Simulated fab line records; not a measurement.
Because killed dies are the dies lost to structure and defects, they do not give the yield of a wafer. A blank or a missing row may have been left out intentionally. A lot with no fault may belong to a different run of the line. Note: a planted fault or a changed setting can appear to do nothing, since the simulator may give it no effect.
Matching of chambers ; flow n5 finfet ; N5_BEOL_M14_ILD_DEP_00 on pecvd-04: 3 sister chambers
The step deposits SiO2 from TEOS/O2, target thk 1119.3 nm, time 237.4 s. 18 wafers are shown with their chamber, then 9 later ones without.

## EACH WAFER AND ITS CHAMBER
wafer;chamber;throttle valve pct (%);showerhead plenum p Torr (Torr);heater power w (W)
L075.4;0;19.2;8.313;475
L075.5;0;19.4;8.317;354
L075.6;2;19.2;8.332;555
L076.2;1;18.7;8.379;678
L076.3;0;19.2;8.341;458
L076.6;0;19.2;8.323;502
L077.3;2;19.4;8.307;473
L077.5;1;18.5;8.367;529
L077.6;0;19.3;8.318;469
L083.1;1;18.7;8.372;666
L083.4;1;18.7;8.383;539
L083.5;0;19.5;8.308;361
L084.2;1;18.6;8.364;686
L084.3;2;19.5;8.314;582
L084.6;0;19.2;8.323;378
L085.2;1;18.7;8.361;590
L085.4;1;18.4;8.352;649
L085.5;2;19.2;8.317;453

SIGNATURES (averages over the wafers above)
reading;chamber 0;chamber 1;chamber 2;scatter within a chamber
throttle valve pct;19.286;18.614;19.325;0.128
showerhead plenum p Torr;8.32043;8.36829;8.31750;0.0106
heater power w;428.14;619.57;515.75;63.7
Rule: for each reading, subtract the chamber's mean from the wafer's reading, divide by that reading's scatter and square the result; add these up over the readings and take the root, which gives the wafer's distance from the chamber. If the next closest chamber is less than 2 further off than the closest, the wafer can't be placed; otherwise it belongs to the closest. The scatter is the square root of a quotient: the sum, over the shown wafers, of each reading's squared deviation from its chamber's mean, divided by wafers minus chambers.

## WAFERS MISSING THEIR CHAMBER
wafer;throttle valve pct (%);showerhead plenum p Torr (Torr);heater power w (W)
L089.1;19.9;8.301;572
L089.2;18.5;8.385;588
L089.3;19.2;8.326;449
L087.3;19.2;8.327;429
L087.5;19.4;8.301;465
L087.6;19.3;8.283;465
L090.1;19.4;8.325;462
L090.3;18.5;8.362;677
L090.5;19.2;8.339;361

## WHICH CHAMBER EACH WENT THROUGH
wafer;from the rows above;in truth
L089.1;can't be placed: 2 or 0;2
L089.2;1;1
L089.3;can't be placed: 0 or 2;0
L087.3;can't be placed: 0 or 2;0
L087.5;can't be placed: 2 or 0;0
L087.6;can't be placed: 2 or 0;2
L090.1;can't be placed: 0 or 2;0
L090.3;1;1
L090.5;can't be placed: 0 or 2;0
2 of 9 placed correctly. Not placeable from these rows: 7 (in 7, the candidates include the true chamber). 0 placed wrongly.
